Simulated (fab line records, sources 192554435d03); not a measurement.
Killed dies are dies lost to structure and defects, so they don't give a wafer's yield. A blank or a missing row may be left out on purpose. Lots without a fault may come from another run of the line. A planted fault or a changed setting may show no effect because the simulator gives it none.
Which tool did it? | flow n5_finfet | 11 lots, 33 wafers sampled, at 3 steps of a route of 1938

WHAT THE GAUGES READ, wafer by wafer
N5_MIM_BOT_LITHO_CD_MEAS_08: target cd 3000 nm.
lot  | measured     | on        | cd_nm (nm)
L913 | day 12 05:44 | cd_sem-03 | 2999.5 2997.9 2998.1
L912 | day 12 16:21 | cd_sem-03 | 2996.3 2997.7 2994.4
L915 | day 12 21:14 | cd_sem-03 | 2999.4 2999.2 2998.4
L917 | day 13 22:43 | cd_sem-02 | 3000.2 3002.6 3002.0
L916 | day 13 22:45 | cd_sem-02 | 2999.7 3001.1 3002.0
L921 | day 14 10:29 | cd_sem-03 | 3000.7 2999.6 2999.3
L925 | day 15 19:52 | cd_sem-01 | 2999.4 2999.2 3000.8
L930 | day 16 14:16 | cd_sem-02 | 2999.8 2997.7 2998.2
L934 | day 17 16:54 | cd_sem-03 | 2997.9 2998.8 2997.6
L932 | day 17 16:30 | cd_sem-01 | 2998.0 2997.2 2998.7
L935 | day 18 08:50 | cd_sem-01 | 2997.4 3001.8 3001.8

WHICH TOOL RAN EACH LOT (tool, then ch and the chambers of the sampled wafers, then the start)
lot  | N5_BEOL_M15_SPUTTER_43       | N5_BEOL_M15_SPUTTER_44
L913 | pvd_sputter-01, day 12 00:46 | pvd_sputter-01, day 12 00:51
L912 | pvd_sputter-01, day 12 09:49 | pvd_sputter-01, day 12 09:54
L915 | pvd_sputter-01, day 12 15:08 | pvd_sputter-01, day 12 15:13
L917 | pvd_sputter-03, day 13 13:44 | pvd_sputter-03, day 13 13:49
L916 | pvd_sputter-02, day 13 13:52 | pvd_sputter-02, day 13 13:57
L921 | pvd_sputter-03, day 14 03:53 | pvd_sputter-03, day 14 03:58
L925 | pvd_sputter-02, day 15 12:48 | pvd_sputter-02, day 15 12:53
L930 | pvd_sputter-02, day 16 09:23 | pvd_sputter-02, day 16 09:28
L934 | pvd_sputter-02, day 17 10:15 | pvd_sputter-02, day 17 11:44
L932 | pvd_sputter-03, day 17 10:20 | pvd_sputter-03, day 17 10:25
L935 | pvd_sputter-02, day 18 02:01 | pvd_sputter-02, day 18 02:06
- N5_BEOL_M15_SPUTTER_43: material TaN, target thk 15 nm, time 24.19 s.
- N5_BEOL_M15_SPUTTER_44: material Ta, target thk 15 nm, time 24.19 s.

WHAT THE TOOLS THEMSELVES READ (means of the sampled wafers that have a number; where no wafer has one, the mark that the record gives instead)
N5_BEOL_M15_SPUTTER_43.
lot  | tool           | throttle_valve_pct (%)
L913 | pvd_sputter-01 | 28.2
L912 | pvd_sputter-01 | 29.6
L915 | pvd_sputter-01 | 28.8
L917 | pvd_sputter-03 | 29.9
L916 | pvd_sputter-02 | 30.0
L921 | pvd_sputter-03 | 29.9
L925 | pvd_sputter-02 | 29.2
L930 | pvd_sputter-02 | 29.6
L934 | pvd_sputter-02 | 29.7
L932 | pvd_sputter-03 | 29.5
L935 | pvd_sputter-02 | 30.2

N5_BEOL_M15_SPUTTER_44.
lot  | tool           | throttle_valve_pct (%)
L913 | pvd_sputter-01 | 28.4
L912 | pvd_sputter-01 | 29.7
L915 | pvd_sputter-01 | 28.7
L917 | pvd_sputter-03 | 29.9
L916 | pvd_sputter-02 | 29.9
L921 | pvd_sputter-03 | 29.9
L925 | pvd_sputter-02 | 29.2
L930 | pvd_sputter-02 | 29.4
L934 | pvd_sputter-02 | 29.6
L932 | pvd_sputter-03 | 29.5
L935 | pvd_sputter-02 | 30.2

THE ANSWER, worked out from the rows above alone
Rule: what is usual is taken from the lots themselves. Put in order of their means at a reading, lots are off if they are a third of the lots or fewer, leave a main group of 4 or more, and stand apart from it by a gap of 3 or more times the standard deviation of the main group's means; of several such gaps the widest counts. A main group whose means are all the same, to the digits that the tables above print for the reading, isn't used. A lot without any number at a reading at which 4 lots or more have one is off too. The other lots that the step has rows for count as sound. The gauges are gone through in route order, then the tools' own readings, and for those a lot's mean is taken as printed above. The first step at which some lot is off is used, and at that step the reading that is off furthest; a lot without a number counts as furthest.
No lot is off at any reading shown: from this, nothing can be told.

WHAT THE SIMULATOR HAD PUT IN
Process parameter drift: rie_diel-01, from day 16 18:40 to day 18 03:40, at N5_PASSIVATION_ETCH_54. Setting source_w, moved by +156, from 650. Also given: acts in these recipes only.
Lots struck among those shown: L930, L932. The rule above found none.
